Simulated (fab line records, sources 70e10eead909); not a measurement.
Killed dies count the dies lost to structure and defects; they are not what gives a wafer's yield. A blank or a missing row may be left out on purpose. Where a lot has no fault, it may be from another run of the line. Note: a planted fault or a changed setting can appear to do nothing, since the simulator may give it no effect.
fab line records	flow nand_harc	part 1 of 2: steps 1 to 24 of 34
record lots=5	wafers=15	last_day=24
route steps=1159 shown A_M1@1029 A_BONDPAD@1059
lots with no fault: from the same line, run without faults
start_h: the number of hours between the record's first day and the start of the first shown wafer of the lot	wait_h: how many hours have passed since the lot's step before this one	" same as the row above	L1.1+2: several wafers, shown together as one row	- no value, or no start given	* or withheld: withheld	< > ~ a bound
route shown NAME@n: NAME is a module with steps in the file, n the number in the route of the first one	usual: mean and standard deviation over wafers with no fault	same: alike in all rows	chamber/n: place in a boat	sites: readings site by site	_std_site: standard deviation of those values	_edge_site: the outer-site mean with the inner-site mean subtracted	radius_mm: how far each site lies from the wafer's centre	mask NAME#n: copy n	behind: tool/chamber where the wafer was last shaped	hold: the reason the lot was held/the length of the hold in hours/how it ended	device: which transistor (n, p or np) failed to switch	end of line: the same wafers' tests at the end of the route	a step with no rows: only its recipe	killed: at the first sort, the dies lost to defects and structure; wafer yield is something else	map: dies across one wafer; x = killed, . = not, _ = none there
set.NAME: setting as actually run; set.NAME@STEP: the setting as run at that earlier step	model.NAME: the simulator's own value behind a step, which no gauge read
certain route steps with their lots: each step a table, each wafer a row
services: from which hour (start_h, from the record's first day; less than 0 if before it) a tool's chamber was out of use, for how many hours, and why
## steps
# step NHARC_A_M1_COAT_34
# recipe temp_c=200	time_s=65
lot.wafer	tool	chamber	start_h	wait_h
L074.3+4+6	litho_track-01	0	-	-
L079.1+2+6	litho_track-04	0	-	-
L080.2+3+5	litho_track-06	0	-	-
L088.2+4+6	litho_track-01	0	-	-
L094.4+5+6	litho_track-01	0	-	-
# step NHARC_A_M1_COAT_03
# recipe spin_rpm=1500	resist_thk_nm=90
lot.wafer	tool	chamber	start_h	wait_h
L074.3+4+6	litho_track-01	0	-	-
L079.1+2+6	litho_track-04	0	-	-
L080.2+3+5	litho_track-06	0	-	-
L088.2+4+6	litho_track-01	0	-	-
L094.4+5+6	litho_track-01	0	-	-
# step NHARC_A_M1_SOFTBAKE_04
# recipe temp_c=105	time_s=55
lot.wafer	tool	chamber	start_h	wait_h
L074.3+4+6	litho_track-01	0	-	-
L079.1+2+6	litho_track-04	0	-	-
L080.2+3+5	litho_track-06	0	-	-
L088.2+4+6	litho_track-01	0	-	-
L094.4+5+6	litho_track-01	0	-	-
# step NHARC_A_M1_EBR_05
lot.wafer	tool	chamber	start_h	wait_h
L074.3+4+6	litho_track-01	0	-	-
L079.1+2+6	litho_track-04	0	-	-
L080.2+3+5	litho_track-06	0	-	-
L088.2+4+6	litho_track-01	0	-	-
L094.4+5+6	litho_track-01	0	-	-
# step NHARC_A_M1_EXPOSE_06
# recipe na=1.35	target_cd_nm=120	dose_mj=75.13	mask_id=A_M1
lot.wafer	tool	chamber	start_h	wait_h	mask
L074.3+4+6	arfi_scanner-01	0	411.77	-	A_M1#0
L079.1+2+6	arfi_scanner-01	0	414.20	-	A_M1#0
L080.2+3+5	arfi_scanner-01	0	428.99	-	A_M1#0
L088.2+4+6	arfi_scanner-03	0	480.26	-	A_M1#0
L094.4+5+6	arfi_scanner-02	0	532.27	-	A_M1#0
# step NHARC_A_M1_PEB_07
# recipe peb_temp_c=100	peb_time_s=65
lot.wafer	tool	chamber	start_h	wait_h
L074.3+4+6	litho_track-04	0	411.82	0.1
L079.1+2+6	litho_track-01	0	414.26	0.1
L080.2+3+5	litho_track-06	0	429.05	0.1
L088.2+4+6	litho_track-01	0	480.31	0.1
L094.4+5+6	litho_track-06	0	532.32	0.0
# step NHARC_A_M1_DEVELOP_08
# recipe develop_time_s=35	dev_temp_c=23
lot.wafer	tool	chamber	start_h	wait_h
L074.3+4+6	litho_track-04	0	-	-
L079.1+2+6	litho_track-01	0	-	-
L080.2+3+5	litho_track-06	0	-	-
L088.2+4+6	litho_track-01	0	-	-
L094.4+5+6	litho_track-06	0	-	-
# step NHARC_A_M1_CD_MEAS_09
# recipe target_cd_nm=120	landing_energy_ev=500
# usual cd_nm=119.6/0.69
lot.wafer	tool	chamber	start_h	wait_h	cd_nm
L074.3	cd_sem-01	0	411.91	-	119.2
L074.4	"	0	"	"	119.6
L074.6	"	0	"	"	120.0
L079.1	cd_sem-02	0	414.34	-	119.4
L079.2	"	0	"	"	120.1
L079.6	"	0	"	"	119.2
L080.2	cd_sem-01	0	429.14	-	120.1
L080.3	"	0	"	"	119.3
L080.5	"	0	"	"	120.1
L088.2	cd_sem-03	0	480.39	-	118.6
L088.4	"	0	"	"	119.5
L088.6	"	0	"	"	119.3
L094.4	cd_sem-02	0	532.40	-	119.5
L094.5	"	0	"	"	119.9
L094.6	"	0	"	"	120.1
# step NHARC_A_M1_OVL_MEAS_10
# recipe pitch_nm=240
# usual overlay_x_nm=-0.1/0.88	overlay_y_nm=0.2/0.8
lot.wafer	tool	chamber	start_h	wait_h	overlay_x_nm	overlay_y_nm
L074.3	overlay-02	-	412.00	-	0.3	-0.6
L074.4	"	-	"	"	0.6	-0.3
L074.6	"	-	"	"	0.6	-0.8
L079.1	overlay-02	-	414.43	-	0.0	0.7
L079.2	"	-	"	"	-0.2	0.3
L079.6	"	-	"	"	0.0	0.3
L080.2	overlay-01	-	429.22	-	0.3	0.1
L080.3	"	-	"	"	-0.3	0.6
L080.5	"	-	"	"	-1.3	1.0
L088.2	overlay-01	-	480.48	-	-1.1	-0.1
L088.4	"	-	"	"	-1.1	-0.3
L088.6	"	-	"	"	-1.2	0.0
L094.4	overlay-01	-	532.48	-	1.0	1.4
L094.5	"	-	"	"	1.1	1.2
L094.6	"	-	"	"	0.2	1.0
# step NHARC_A_M1_INSPECT_11
# usual raw_defect_count=33/14
lot.wafer	tool	chamber	start_h	wait_h	raw_defect_count
L074.3	defect_inspect-01	-	412.03	0.0	10
L074.4	"	-	"	"	15
L074.6	"	-	"	"	11
L079.1	defect_inspect-01	-	414.47	0.0	31
L079.2	"	-	"	"	20
L079.6	"	-	"	"	20
L080.2	defect_inspect-01	-	429.26	0.0	34
L080.3	"	-	"	"	43
L080.5	"	-	"	"	51
L088.2	defect_inspect-02	-	480.52	0.0	33
L088.4	"	-	"	"	43
L088.6	"	-	"	"	27
L094.4	defect_inspect-01	-	532.52	0.0	69
L094.5	"	-	"	"	64
L094.6	"	-	"	"	46
# step NHARC_A_M1_DESCUM_14
# recipe time_s=3	o2_flow_sccm=200	ar_flow_sccm=0	bias_power_w=0	chemistry=O2
# usual drypump_motor_current_A=5.6/0.45	o2_flow_sccm=200.0/0.61	oes_product_au=1.000/0.0088	rf_vpp_V=57.7/0.88	showerhead_plenum_p_Torr=1.92/0.072	throttle_valve_pct=11.311/0.0091
lot.wafer	tool	chamber	start_h	wait_h	drypump_motor_current_A	o2_flow_sccm	oes_product_au	rf_hours_counter_h	rf_vpp_V	showerhead_plenum_p_Torr	throttle_valve_pct
L074.4	rie_diel-09	2	412.11	0.1	5.3	199.7	1.006	4	58.7	2.06	11.319
L074.3	"	3	"	"	5.9	200.6	1.007	4	57.4	1.83	11.318
L074.6	"	0	"	"	5.2	200.6	1.000	-	57.1	1.87	11.325
L079.2	rie_diel-07	0	414.55	0.1	5.1	200.0	1.018	0	57.0	2.00	11.311
L079.1	"	1	"	"	5.4	201.5	1.016	0	58.2	1.94	11.297
L079.6	"	3	"	"	5.2	200.9	1.008	-	56.3	1.81	11.306
L080.3	rie_diel-07	2	429.33	0.1	5.4	199.2	1.001	1	57.2	1.96	11.316
L080.2	"	3	"	"	5.2	200.7	1.001	1	56.5	1.81	11.309
L080.5	"	2	"	"	5.4	199.2	0.985	-	55.7	1.96	11.313
L088.4	rie_diel-09	1	480.59	0.1	5.6	200.5	1.000	1	58.3	1.97	11.309
L088.2	"	2	"	"	5.3	200.2	0.987	1	58.3	2.06	11.304
L088.6	"	3	"	"	6.0	201.7	1.003	-	56.9	1.83	11.314
L094.4	rie_diel-09	1	532.61	0.1	5.6	200.3	0.994	-	57.4	1.97	11.305
L094.6	"	2	"	"	5.3	201.0	1.003	-	57.5	2.06	11.319
L094.5	"	0	"	"	5.2	199.5	0.993	-	58.0	1.87	11.298
# step NHARC_A_M1_ETCH_35
# recipe target_depth_a=400	overetch_a=120	time_s=43.94	ion_energy_ev=200	n2_flow_sccm=150	h2_flow_sccm=150	ar_flow_sccm=0	rf_w=400	bias_w=150	chemistry=N2/H2
# usual drypump_motor_current_A=5.7/0.44	oes_product_au=1.002/0.0089	rf_fwd_power_W=396.1/1.4	rf_vpp_V=430.8/2.3	showerhead_plenum_p_Torr=2.05/0.078	throttle_valve_pct=14.170/0.0096
lot.wafer	tool	chamber	start_h	wait_h	drypump_motor_current_A	oes_product_au	rf_fwd_power_W	rf_hours_counter_h	rf_vpp_V	showerhead_plenum_p_Torr	throttle_valve_pct
L074.4	rie_diel-09	2	412.18	0.1	5.3	0.999	397.0	3.7	435.2	2.20	14.166
L074.3	"	0	"	"	5.3	1.000	396.8	4.3	429.3	1.99	14.162
L074.6	"	1	"	"	5.7	0.980	396.8	-	433.4	2.10	14.187
L079.2	rie_diel-07	1	414.61	0.1	5.4	1.011	393.9	0.0	431.7	2.07	14.165
L079.1	"	0	"	"	5.1	1.017	397.5	0.0	433.1	2.13	14.189
L079.6	"	2	"	"	5.4	0.996	396.7	-	431.2	2.09	14.163
L080.3	rie_diel-07	0	429.40	0.1	5.1	1.010	393.7	1.2	432.0	2.13	14.167
L080.2	"	1	"	"	5.4	1.014	395.4	0.9	431.8	2.07	14.164
L080.5	"	1	"	"	5.4	1.011	393.6	-	432.9	2.07	14.154
L088.2	rie_diel-09	3	480.66	0.1	5.9	1.013	397.4	1.1	429.8	1.95	14.181
L088.4	"	1	"	"	5.6	1.013	395.9	0.9	433.5	2.10	14.167
L088.6	"	3	"	"	5.9	1.023	397.9	-	428.3	1.95	14.175
L094.5	rie_diel-09	2	532.70	0.1	5.3	1.001	397.8	-	434.8	2.20	14.175
L094.4	"	0	"	"	5.3	1.002	396.9	-	429.0	1.99	14.169
L094.6	"	1	"	"	5.7	0.996	399.0	-	432.1	2.10	14.170
# step NHARC_A_M1_ETCH_15
# recipe target_depth_a=1825	time_s=91.2	c4f8_flow_sccm=withheld	ar_flow_sccm=400	rf_w=600	bias_w=300	chemistry=C4F8/Ar
# usual oes_product_au=0.960/0.023	rf_fwd_power_W=596.6/1.9	rf_vpp_V=441.1/2.4
lot.wafer	tool	chamber	start_h	wait_h	oes_product_au	rf_fwd_power_W	rf_hours_counter_h	rf_vpp_V
L074.4	rie_diel-09	0	-	-	0.952	600.2	4.3	440.0
L074.3	"	1	"	"	0.953	597.1	3.6	443.3
L074.6	"	2	"	"	0.967	597.5	-	445.3
L079.1	rie_diel-07	1	-	-	0.993	594.5	0.0	442.9
L079.2	"	2	"	"	0.959	595.2	0.0	442.7
L079.6	"	2	"	"	0.960	596.5	-	441.7
L080.3	rie_diel-07	0	-	-	0.999	593.7	1.2	442.7
L080.2	"	2	"	"	0.955	598.1	0.7	443.2
L080.5	"	3	"	"	0.987	596.4	-	437.2
L088.4	rie_diel-09	0	-	-	0.953	596.3	1.0	439.1
L088.2	"	1	"	"	0.958	597.7	0.9	443.3
L088.6	"	2	"	"	0.974	598.3	-	444.5
L094.4	rie_diel-09	1	-	-	0.928	598.7	-	441.8
L094.5	"	2	"	"	0.929	596.9	-	445.7
L094.6	"	0	"	"	0.930	599.1	-	439.1
# step NHARC_A_M1_CD_MEAS_16
# usual cd_nm=119.7/0.86
lot.wafer	tool	chamber	start_h	wait_h	cd_nm
L074.3	cd_sem-03	-	412.40	-	118.8
L074.4	"	-	"	"	119.5
L074.6	"	-	"	"	120.1
L079.1	cd_sem-03	-	414.83	-	120.3
L079.2	"	-	"	"	119.1
L079.6	"	-	"	"	119.6
L080.2	cd_sem-02	-	429.63	-	119.1
L080.3	"	-	"	"	120.2
L080.5	"	-	"	"	120.8
L088.2	cd_sem-01	-	480.89	-	118.4
L088.4	"	-	"	"	118.6
L088.6	"	-	"	"	120.1
L094.4	cd_sem-02	-	532.93	-	118.7
L094.5	"	-	"	"	119.6
L094.6	"	-	"	"	118.6
# step NHARC_A_M1_STRIP_18
# recipe power_w=1000	n2_flow_sccm=150	h2_flow_sccm=150	ar_flow_sccm=0	bias_w=0	chemistry=N2/H2
# usual drypump_motor_current_A=5.7/0.47	oes_product_au=1.000/0.0096	rf_fwd_power_W=997/3.2	rf_vpp_V=90.7/1	showerhead_plenum_p_Torr=2.05/0.075	throttle_valve_pct=14.172/0.0088
lot.wafer	tool	chamber	start_h	wait_h	drypump_motor_current_A	oes_product_au	rf_fwd_power_W	rf_hours_counter_h	rf_vpp_V	showerhead_plenum_p_Torr	throttle_valve_pct
L074.3	rie_diel-05	3	412.47	0.1	5.8	1.010	999	3.7	90.6	2.01	14.176
L074.4	"	1	"	"	6.6	0.996	996	4.3	90.5	2.11	14.169
L074.6	"	3	"	"	5.8	1.001	999	-	90.3	2.01	14.178
L079.1	rie_diel-05	2	414.91	0.1	6.5	0.987	991	4.4	89.9	2.04	14.177
L079.2	"	3	"	"	5.8	1.015	996	3.8	91.9	2.01	14.172
L079.6	"	3	"	"	5.8	1.005	995	-	90.6	2.01	14.184
L080.3	rie_diel-07	0	429.70	0.1	5.1	1.006	996	1.2	93.6	2.13	14.175
L080.2	"	1	"	"	5.4	1.011	996	1.0	90.4	2.07	14.160
L080.5	"	0	"	"	5.1	1.008	1002	-	89.0	2.13	14.170
L088.4	rie_diel-05	3	480.98	0.1	5.8	1.004	996	7.4	90.4	2.00	14.171
L088.2	"	0	"	"	5.8	0.987	997	7.2	89.3	1.96	14.168
L088.6	"	3	"	"	5.8	0.999	996	-	91.0	2.01	14.174
L094.4	rie_diel-05	1	533.08	0.1	6.5	0.987	1001	0.2	90.5	2.11	14.163
L094.6	"	2	"	"	6.4	1.001	997	-	91.6	2.04	14.169
L094.5	"	3	"	"	5.8	0.986	997	-	89.7	2.00	14.164
# step NHARC_A_M1_ETCH_28
# recipe target_depth_a=300	over_etch_frac=0.3	time_s=72.99	ion_energy_ev=150	cf4_flow_sccm=50	n2_flow_sccm=100	ar_flow_sccm=150	rf_w=300	bias_w=100	chemistry=CF4/N2
# usual drypump_motor_current_A=5.7/0.48	oes_product_au=1.000/0.0097	rf_fwd_power_W=297.9/1	rf_vpp_V=314.1/1.7	showerhead_plenum_p_Torr=2.63/0.091	throttle_valve_pct=19.793/0.0092
lot.wafer	tool	chamber	start_h	wait_h	drypump_motor_current_A	oes_product_au	rf_fwd_power_W	rf_hours_counter_h	rf_vpp_V	showerhead_plenum_p_Torr	throttle_valve_pct
L074.4	rie_diel-05	0	-	-	5.7	0.998	299.1	3.7	312.6	2.54	19.787
L074.3	"	2	"	"	6.5	0.986	294.8	4.4	313.6	2.62	19.803
L074.6	"	3	"	"	5.8	1.007	296.7	-	313.8	2.59	19.799
L079.1	rie_diel-05	2	-	-	6.5	0.988	296.8	4.5	314.0	2.62	19.793
L079.2	"	0	"	"	5.8	0.991	297.5	3.8	313.0	2.54	19.784
L079.6	"	3	"	"	5.8	0.992	295.3	-	312.8	2.59	19.802
L080.3	rie_diel-07	2	-	-	5.4	0.984	300.1	0.8	313.9	2.69	19.777
L080.2	"	3	"	"	5.2	0.999	299.3	1.1	313.6	2.49	19.805
L080.5	"	0	"	"	5.0	1.019	297.5	-	315.5	2.73	19.779
L088.4	rie_diel-05	3	-	-	5.8	1.018	297.7	7.5	312.9	2.58	19.807
L088.2	"	0	"	"	5.7	0.991	298.2	7.3	310.1	2.54	19.795
L088.6	"	1	"	"	6.6	0.984	298.1	-	315.1	2.71	19.792
L094.4	rie_diel-05	3	-	-	5.8	0.997	297.3	0.3	313.2	2.58	19.788
L094.6	"	0	"	"	5.8	1.002	298.0	-	312.2	2.54	19.793
L094.5	"	1	"	"	6.6	0.994	297.3	-	315.5	2.71	19.786
# step NHARC_A_M1_STRIP_19
# recipe time_s=600	temp_c=30	chemistry=post_etch_residue_remover
# usual bath_heat_duty_pct=13.1/1.5
lot.wafer	tool	chamber	start_h	wait_h	bath_heat_duty_pct
L074.4	wet_bench-10	6	412.85	-	12.8
L074.3	"	0	"	"	14.3
L074.6	"	1	"	"	14.9
L079.6	wet_bench-10	2	415.29	-	10.7
L079.2	"	3	"	"	15.9
L079.1	"	5	"	"	13.6
L080.5	wet_bench-08	1	430.07	-	13.7
L080.3	"	5	"	"	12.2
L080.2	"	6	"	"	11.4
L088.6	wet_bench-10	6	481.34	-	11.4
L088.2	"	0	"	"	15.1
L088.4	"	2	"	"	10.4
L094.6	wet_bench-08	5	533.39	-	12.4
L094.5	"	7	"	"	15.9
L094.4	"	1	"	"	12.4
# step NHARC_A_M1_DEGAS_29
# recipe temp_c=250	time_s=60
# usual heater_power_w=327/29	susceptor_temp_C=250.01/0.2
lot.wafer	tool	chamber	start_h	wait_h	heater_power_w	susceptor_temp_C
L074.3	pvd_sputter-03	-	413.16	-	312	250.27
L074.4	"	-	"	"	275	250.03
L074.6	"	-	"	"	303	249.98
L079.2	pvd_sputter-02	-	415.61	-	356	249.98
L079.1	"	-	"	"	301	250.04
L079.6	"	-	"	"	354	250.00
L080.2	pvd_sputter-01	-	430.35	-	329	249.87
L080.3	"	-	"	"	381	249.94
L080.5	"	-	"	"	306	250.34
L088.2	pvd_sputter-02	-	481.60	-	301	250.07
L088.4	"	-	"	"	345	250.29
L088.6	"	-	"	"	336	249.79
L094.4	pvd_sputter-01	-	533.65	-	354	-
L094.6	"	-	"	"	345	-
L094.5	"	-	"	"	303	-
# step NHARC_A_M1_PRE_CLEAN_30
# recipe time_s=30	temp_c=280	gas=H2/He
# usual heater_power_w=398/36	susceptor_temp_C=280.01/0.19
lot.wafer	tool	chamber	start_h	wait_h	heater_power_w	susceptor_temp_C
L074.4	pvd_sputter-03	-	-	-	336	279.91
L074.3	"	-	"	"	395	280.27
L074.6	"	-	"	"	337	279.92
L079.1	pvd_sputter-02	-	-	-	426	280.15
L079.2	"	-	"	"	403	280.21
L079.6	"	-	"	"	419	280.30
L080.2	pvd_sputter-01	-	-	-	442	279.64
L080.3	"	-	"	"	415	279.84
L080.5	"	-	"	"	386	279.91
L088.2	pvd_sputter-02	-	-	-	429	279.99
L088.4	"	-	"	"	384	279.96
L088.6	"	-	"	"	369	280.33
L094.4	pvd_sputter-01	-	-	-	368	279.96
L094.5	"	-	"	"	431	280.04
L094.6	"	-	"	"	362	280.10
# step NHARC_A_M1_PVD_20
# recipe target_thk_a=50	bias_v=168.6	power_w=15000	chamber_pressure_pa=0.12	time_s=8.06	substrate_temp_c=50	material=TaN
# usual substrate_temp_c=49.99/0.12	throttle_valve_pct=29.6/0.9
lot.wafer	tool	chamber	start_h	wait_h	substrate_temp_c	throttle_valve_pct
L074.4	pvd_sputter-03	-	-	-	50.12	30.3
L074.3	"	-	"	"	49.99	27.1
L074.6	"	-	"	"	50.09	29.9
L079.2	pvd_sputter-02	-	-	-	49.94	31.0
L079.1	"	-	"	"	49.95	30.3
L079.6	"	-	"	"	49.86	30.5
L080.3	pvd_sputter-01	-	-	-	50.03	28.9
L080.2	"	-	"	"	49.88	29.7
L080.5	"	-	"	"	50.00	28.8
L088.2	pvd_sputter-02	-	-	-	49.79	28.3
L088.4	"	-	"	"	50.12	29.7
L088.6	"	-	"	"	49.95	28.4
L094.4	pvd_sputter-01	-	-	-	50.03	30.8
L094.5	"	-	"	"	50.13	29.7
L094.6	"	-	"	"	49.98	29.3
# step NHARC_A_M1_PVD_21
# recipe target_thk_a=300	chamber_pressure_pa=5	power_w=5000	substrate_temp_c=30	time_s=20.49	material=Cu
# usual substrate_temp_c=29.98/0.11	throttle_valve_pct=29.5/0.94
lot.wafer	tool	chamber	start_h	wait_h	substrate_temp_c	throttle_valve_pct
L074.4	pvd_sputter-03	-	-	-	29.89	30.0
L074.3	"	-	"	"	29.95	29.3
L074.6	"	-	"	"	29.98	30.0
L079.2	pvd_sputter-02	-	-	-	29.93	28.5
L079.1	"	-	"	"	30.09	30.3
L079.6	"	-	"	"	29.94	30.1
L080.3	pvd_sputter-01	-	-	-	29.89	29.1
L080.2	"	-	"	"	30.00	30.9
L080.5	"	-	"	"	30.13	29.6
L088.2	pvd_sputter-02	-	-	-	30.11	28.1
L088.4	"	-	"	"	30.04	30.8
L088.6	"	-	"	"	29.97	28.3
L094.4	pvd_sputter-01	-	-	-	29.82	30.3
L094.6	"	-	"	"	30.13	29.4
L094.5	"	-	"	"	29.94	30.3
# step NHARC_A_M1_ECD_22
# recipe target_thk_a=4000	bath_temp_c=25	material=Cu
# usual bath_heat_duty_pct=6.4/0.62
lot.wafer	tool	chamber	start_h	wait_h	bath_heat_duty_pct
L074.4	ecd_cu-01	1	413.62	-	5.6
L074.3	"	0	"	"	7.8
L074.6	"	1	"	"	5.9
L079.1	ecd_cu-02	0	415.97	-	5.9
L079.2	"	1	"	"	5.2
L079.6	"	1	"	"	5.7
L080.2	ecd_cu-01	0	430.76	-	6.4
L080.3	"	0	"	"	7.0
L080.5	"	1	"	"	6.1
L088.2	ecd_cu-01	1	482.01	-	5.6
L088.4	"	0	"	"	7.3
L088.6	"	1	"	"	5.9
L094.4	ecd_cu-01	0	534.11	-	7.2
L094.5	"	0	"	"	5.9
L094.6	"	1	"	"	6.2
# step NHARC_A_M1_ANNEAL_31
# recipe temp_c=225	time_s=90
# usual wafer_temp_C_max=226.1/0.49
lot.wafer	tool	chamber	start_h	wait_h	wafer_temp_C_max
L074.3	rtp_anneal-01	0	414.03	0.3	225.6
L074.4	"	0	"	"	225.4
L074.6	"	0	"	"	225.7
L079.1	rtp_anneal-02	0	416.35	0.3	226.2
L079.2	"	0	"	"	227.0
L079.6	"	0	"	"	226.8
L080.2	rtp_anneal-01	0	431.13	-	225.9
L080.3	"	0	"	"	225.8
L080.5	"	0	"	"	225.8
L088.2	rtp_anneal-01	0	482.39	-	226.0
L088.4	"	0	"	"	225.8
L088.6	"	0	"	"	225.6
L094.4	rtp_anneal-02	0	534.54	-	226.6
L094.5	"	0	"	"	226.0
L094.6	"	0	"	"	226.4
# step NHARC_A_M1_CMP_23
# recipe t_overpolish_s=20	target_thk_nm=154.34
# usual motor_current_A=11.5/1.1	time_to_endpoint_s=27.9/2.5
# same t_overpolish_s=20
lot.wafer	tool	chamber	start_h	wait_h	motor_current_A	time_to_endpoint_s
L074.4	cmp-01	3	414.27	-	11.0	29.2
L074.3	"	2	"	"	13.3	27.8
L074.6	"	3	"	"	10.9	27.4
L079.2	cmp-03	1	416.70	-	11.7	27.3
L079.1	"	0	"	"	11.0	27.5
L079.6	"	1	"	"	11.5	28.2
L080.2	cmp-01	1	431.42	-	11.0	26.8
L080.3	"	3	"	"	11.1	29.7
L080.5	"	1	"	"	10.8	25.4
L088.4	cmp-01	0	482.71	-	11.3	31.8
L088.2	"	3	"	"	10.5	28.4
L088.6	"	0	"	"	12.6	33.0
L094.4	cmp-04	1	534.79	-	12.2	25.6
L094.5	"	3	"	"	9.9	25.2
L094.6	"	0	"	"	10.9	22.2
